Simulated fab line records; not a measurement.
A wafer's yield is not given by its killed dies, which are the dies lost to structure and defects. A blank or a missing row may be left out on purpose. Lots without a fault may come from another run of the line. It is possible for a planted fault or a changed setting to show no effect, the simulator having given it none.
Chamber matching -- flow n5Finfet -- N5_BEOL_M9_DEP_56 on pecvd-02 has 3 sister chambers
The step deposits SiCN from 3MS/NH3, target thk 15 nm, time 26.5 s. 6 wafers are shown with their chamber, then 10 later ones without.

## EACH WAFER AND ITS CHAMBER
wafer,chamber,showerheadPlenumPTorr (Torr),throttleValvePct (%)
L084.6,1,3.683,9.2
L088.1,0,3.671,8.9
L088.3,1,3.670,9.2
L088.5,2,3.686,8.9
L090.1,0,3.660,8.8
L090.2,2,3.687,8.9

## WAFERS WITHOUT THEIR CHAMBER
wafer,showerheadPlenumPTorr (Torr),throttleValvePct (%)
L090.6,3.694,8.9
L091.2,3.669,8.8
L091.3,3.685,8.7
L091.4,3.679,9.2
L092.2,3.671,8.8
L092.4,3.682,9.2
L092.6,3.673,8.9
L095.1,3.674,9.3
L095.2,3.700,9.0
L095.4,3.664,8.9

## EACH ONE'S CHAMBER
wafer,from the rows above,in truth
L090.6,2,2
L091.2,0,0
L091.3,can't be placed: 0 or 2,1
L091.4,1,1
L092.2,can't be placed: 0 or 2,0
L092.4,1,1
L092.6,can't be placed: 0 or 2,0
L095.1,1,1
L095.2,2,2
L095.4,can't be placed: 0 or 2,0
Placed correctly: 6 of 10. From these rows, 4 cannot be placed; in 3 the true chamber is one of the candidates. 0 placed wrongly.
How it was worked out, from the rows above alone: a wafer's distance from a chamber is the root of the sum, over the readings, of the square of ((its reading less the chamber's mean) divided by the reading's scatter). If the next closest chamber is less than 2 further off than the closest, the wafer can't be placed; otherwise it belongs to the closest. A chamber's mean is the mean of its shown wafers. The scatter: the root of (the sum of the squares of (reading less its chamber's mean) over the shown wafers, divided by (wafers less chambers)).
